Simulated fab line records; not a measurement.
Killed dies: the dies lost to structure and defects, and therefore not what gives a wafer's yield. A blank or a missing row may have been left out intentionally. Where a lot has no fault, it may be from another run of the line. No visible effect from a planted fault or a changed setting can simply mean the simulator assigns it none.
A lot that was struck, set against a sound lot    flow nand_harc    16 steps out of a route of 1159
Sound: these wafers, L955.1, L955.3, L955.4. Wafers L957.1, L957.5, L957.6 were the ones struck. At the end, the cause is stated.
Per side, at each step with rows, come the tool, then ch with its chambers, and then its first start. Under that, the readings that differ: sound wafers    struck wafers    difference of the means    sigmas: that difference in standard deviations of wafers without a fault.
alike: readings whose means differ by less than 2 such deviations, and words and numbers that are the same on both sides. not compared: withheld readings, readings that some wafer has no value for, bounds like >300 that may hide the same value, and numbers for which the record gives no deviation and whose values overlap.
Wherever a step has rows on one side only, a row that says differs or no value, or a row with sigmas, the two part there. Numbers that have no deviation but don't overlap get no sigmas and don't part them. A reading that every wafer of one side lacks parts them only if that side has two wafers or more.

NHARC_P_START_INSPECT_01:
  sound: defect_inspect-02 at day 2 06:02; struck: defect_inspect-01 at day 2 18:02
  alike: raw_defect_count
then, 10 steps without rows for these wafers: NHARC_P_ZERO_WELL_PRECLEAN_00 (cleans in SPM, time 600 s); NHARC_P_ZERO_WELL_SRD_01; NHARC_P_ZERO_WELL_PECVD_02 (deposits SiO2, target thk 10 nm); NHARC_P_ZERO_WELL_DEHYDRATE_03 (time 120 s); NHARC_P_ZERO_WELL_HMDS_04 (time 30 s); NHARC_P_ZERO_WELL_COAT_64 (time 65 s); NHARC_P_ZERO_WELL_COAT_05 (resist thk 600 nm); NHARC_P_ZERO_WELL_SOFTBAKE_06 (time 70 s); NHARC_P_ZERO_WELL_EBR_07; NHARC_P_ZERO_WELL_EXPOSE_08 (exposes mask P ZERO, target cd 500 nm).
NHARC_P_ZERO_WELL_PEB_09: peb time 80 s.
  sound on litho_track-02 ch 0, day 2 07:09; struck on litho_track-07 ch 0, day 2 19:10
reading                   sound                 struck                difference  sigmas
heater_power_total_W (W)  189.5 190.9 190.7     173.7 173.1 173.4     -17.0       -22
plate_temp_C (C)          127.93 127.85 127.83  119.52 119.49 119.55  -8.35       -60
then, 1 step without rows for these wafers: NHARC_P_ZERO_WELL_DEVELOP_10 (time 50 s).
NHARC_P_ZERO_WELL_CD_MEAS_11 targets a cd of 500 nm.
  sound on cd_sem-03 ch 0, day 2 07:14; struck on cd_sem-01 ch 0, day 2 19:14
reading     sound              struck             difference  sigmas
cd_nm (nm)  501.6 498.8 500.1  417.8 419.4 418.4  -81.6       -63
then, 1 step without rows for these wafers: NHARC_P_ZERO_WELL_HARDBAKE_12 (time 65 s).
-- the record jumps here: 18 days lie between the struck wafers' starts before and after (it left off in module P_ZERO_WELL and takes up again in module END, whose first step shown is number 1159 of the route) --
NHARC_END_SORT_01:
  at this point the record logs the struck wafers (prober-02 ch 0, day 20 10:07) and has no rows for the sound ones

## WHERE THEY PART
Earliest at NHARC_P_ZERO_WELL_PEB_09; latest, in this record, at NHARC_END_SORT_01.

WHY: what had been put in by the simulator
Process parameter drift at NHARC_P_ZERO_WELL_PEB_09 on litho_track-07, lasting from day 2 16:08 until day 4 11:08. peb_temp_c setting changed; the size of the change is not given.
